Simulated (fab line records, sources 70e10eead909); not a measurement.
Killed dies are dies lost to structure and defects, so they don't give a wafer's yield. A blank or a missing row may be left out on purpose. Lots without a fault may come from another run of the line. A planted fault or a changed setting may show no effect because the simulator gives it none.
A struck lot beside a sound one | flow nand_harc | 15 steps out of a route of 1302
Sound: wafers L750.1, L750.2, L750.4. Struck: wafer L757.6. (L757.4, L757.5 of the same lot were not struck and are left out.) The cause comes at the end.
At each step with rows: each side's tool, then ch and its chambers, then its first start. Under that, the readings that differ: sound wafers | struck wafers | difference of the means | sigmas: that difference in standard deviations of wafers without a fault.
alike: readings whose means differ by less than 2 such deviations, and words and numbers that are the same on both sides. not compared: withheld readings, readings that some wafer has no value for, bounds like >300 that may hide the same value, and numbers for which the record gives no deviation and whose values overlap.
The two part at a step that has a row with sigmas, a row that says differs or no value, or rows on one side only. Numbers that don't overlap but have no deviation are shown without sigmas and don't part them. A reading that every wafer of one side lacks parts them only if that side has two wafers or more.

NHARC_A_CONTACT_ETCH_137: etches the open film in C4F8/O2/Ar, time 311 s, target depth 1912 nm.
  sound on har_cap_etch-02 ch 0,1, day 21 21:22; struck on har_cap_etch-03 ch 0, day 25 18:29
  alike: oes_air_line_au
  not compared: rf_hours_counter_h
then, 1 step without rows for these wafers: NHARC_A_CONTACT_ETCH_138 (etches the open film in C4F8/O2/Ar, time 311 s, target depth 1914 nm).
NHARC_A_CONTACT_ETCH_139: etches the open film in C4F8/O2/Ar, time 195 s, target depth 840 nm.
  sound on har_cap_etch-02 ch 0,1, day 21 21:54; struck on har_cap_etch-03 ch 0, day 25 19:02
  alike: oes_air_line_au
  not compared: rf_hours_counter_h
then, 1 step without rows for these wafers: NHARC_A_CONTACT_ETCH_92 (etches the open film in CH3F/O2, target depth 40 nm, time 85.7 s).
NHARC_A_CONTACT_ETCH_98: etches the open film in C4F6/O2, target depth 20 nm, time 10 s.
  sound on rie_diel-13 ch 0,1,2, day 21 22:38; struck on rie_diel-13 ch 2
  alike: drypump_motor_current_A, oes_product_au, rf_vpp_V, showerhead_plenum_p_Torr, throttle_valve_pct
  not compared: rf_hours_counter_h
NHARC_A_CONTACT_CD_MEAS_15:
  sound on cd_sem-01, day 21 22:43; struck on cd_sem-02, day 25 19:44
  alike: cd_nm
then, 3 steps without rows for these wafers: NHARC_A_CONTACT_STRIP_107 (strips in N2/H2); NHARC_A_CONTACT_STRIP_108 (strips in CF4/CHF3); NHARC_A_CONTACT_STRIP_109 (strips in O2/COS).
NHARC_A_CONTACT_ETCH_110: etches the open film in CF4/O2, target depth 60 nm, overetch 6 nm, time 33 s.
  sound on rie_diel-13 ch 0,1, day 21 23:02; struck on rie_diel-13 ch 3, day 25 20:01
  alike: drypump_motor_current_A, oes_product_au, rf_vpp_V, showerhead_plenum_p_Torr, throttle_valve_pct
  not compared: rf_hours_counter_h
then, 2 steps without rows for these wafers: NHARC_A_CONTACT_STRIP_26 (strips in O2); NHARC_A_CONTACT_STRIP_27 (strips in post etch residue remover, time 600 s).
NHARC_A_CONTACT_ALD_18: deposits TiN, target thk 3 nm, pulse time 1 s, ald cycles 150.
  sound on ald_metal-04 ch 0,2,3, day 21 23:45; struck on ald_metal-04 ch 0, day 25 20:41
  reading    | sound       | struck | difference | sigmas
  ald_cycles | 150 150 150 | 77     | -73        |
  alike: heater_power_w, precursor_pulse_height_rel
  not compared: since_wet_clean_h
NHARC_A_CONTACT_CVD_19: deposits W, target thk 300 nm, time 802 s.
  sound on cvd_w-02 ch 0,1; struck on cvd_w-02 ch 1
  alike: heater_power_w, throttle_valve_pct
  not compared: since_wet_clean_h
-- the record jumps here: 2 days lie between the struck wafers' starts before and after (it left off in module A_CONTACT and takes up again in module END, whose first step shown is number 1302 of the route) --
NHARC_END_SORT_01:
  the record has rows for the struck wafers here (prober-02 ch 0, day 28 00:35) and none for the sound ones

WHERE THEY PART
Only at NHARC_END_SORT_01, within this record.

WHY: what the simulator had put in
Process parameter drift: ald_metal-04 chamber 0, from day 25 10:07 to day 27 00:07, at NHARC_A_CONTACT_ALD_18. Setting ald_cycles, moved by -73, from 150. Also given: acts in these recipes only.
